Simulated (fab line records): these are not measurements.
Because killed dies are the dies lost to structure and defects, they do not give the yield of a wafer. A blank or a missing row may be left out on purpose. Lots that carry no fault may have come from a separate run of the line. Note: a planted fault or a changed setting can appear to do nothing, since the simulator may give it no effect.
Problem report in the 8D (eight disciplines) form, filled by code	flow n5Finfet	the parts of the form that need people (team, actions taken, sign-off) are left out

1. THE ISSUE
At N5_PMOS_HMC_CHANNEL_EPI_COAT_31, spinSpeedRpm averages 1535.4 rpm over 9 wafers from 3 lots, while fault-free wafers read 1500.1 rpm, standard deviation 1. Relative to the usual mean, that is a shift of +35 standard deviations.
The step: time 60 s, resist thk 66 nm.
First observed at day 5 23:07: wafer L511.1, on lithoTrack-02. The record has a number at this step for 15 wafers belonging to 5 lots. Rule for "out", or "out of limits": more than 4 standard deviations from the usual mean. All remaining wafers that have a number are taken as sound.

2. WHAT IT IS; WHAT IT IS NOT
question	is	is not
which readings at this step	spinSpeedRpm	-
which lots	L511, L512, L513	L502, L516
which wafers of those lots	all that have a number	-
read on which tools	lithoTrack-02	lithoTrack-04
when	from day 5 23:07	up to then (3 sound wafers); but 3 sound wafers of L516 came after

3. SUSPECTS, AND WHAT RULES EACH OUT
Counting: a tool at a process step up to the reading stays a suspect if it ran every lot that is out and no sound lot after the first of them.
- lithoTrack-02 at N5_PMOS_HMC_CHANNEL_EPI_COAT_31 (time 60 s, resist thk 66 nm): kept. It processed each lot that is out, first L511 at day 5 23:07, and no sound lot thereafter; up to then, the last sound lot it processed was L502 at day 3 17:02. Its own readings are out on those wafers: spinSpeedRpm.
After counting, what remains is lithoTrack-02 at N5_PMOS_HMC_CHANNEL_EPI_COAT_31.

4. THE CAUSE (what the simulator had put in)
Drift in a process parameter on lithoTrack-02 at N5_PMOS_HMC_CHANNEL_EPI_COAT_31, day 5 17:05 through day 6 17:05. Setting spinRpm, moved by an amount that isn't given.
The count eliminated every tool but this one.

5. SEQUENCE OF EFFECTS, ordered by route
Rows list readings where the struck wafers' mean (over those with a number) sits beyond 3 standard deviations from the usual. Only readings whose record carries a usual standard deviation are examined. hours: median over the lots of the time between each lot's start at the first step of this table that gives one and its start at this step. sigmas: the change, counted in usual standard deviations.
hours	step	reading	usual	on struck wafers	change	sigmas
0	N5_PMOS_HMC_CHANNEL_EPI_COAT_31	spinSpeedRpm	1500.1 rpm	1535.4	+35.3	+35
Process steps it contains:
- N5_PMOS_HMC_CHANNEL_EPI_COAT_31: time 60 s, resist thk 66 nm.
Later steps that measure or inspect, where all struck wafers having a row at the step show a number for every such reading and not one has moved that far: N5_BEOL_M4_RC_MEAS_101.

6. WHAT WOULD HAVE CAUGHT IT SOONER
In this record the first reading out of limits was taken at day 5 23:07, 6 hours after the fault began at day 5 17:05.
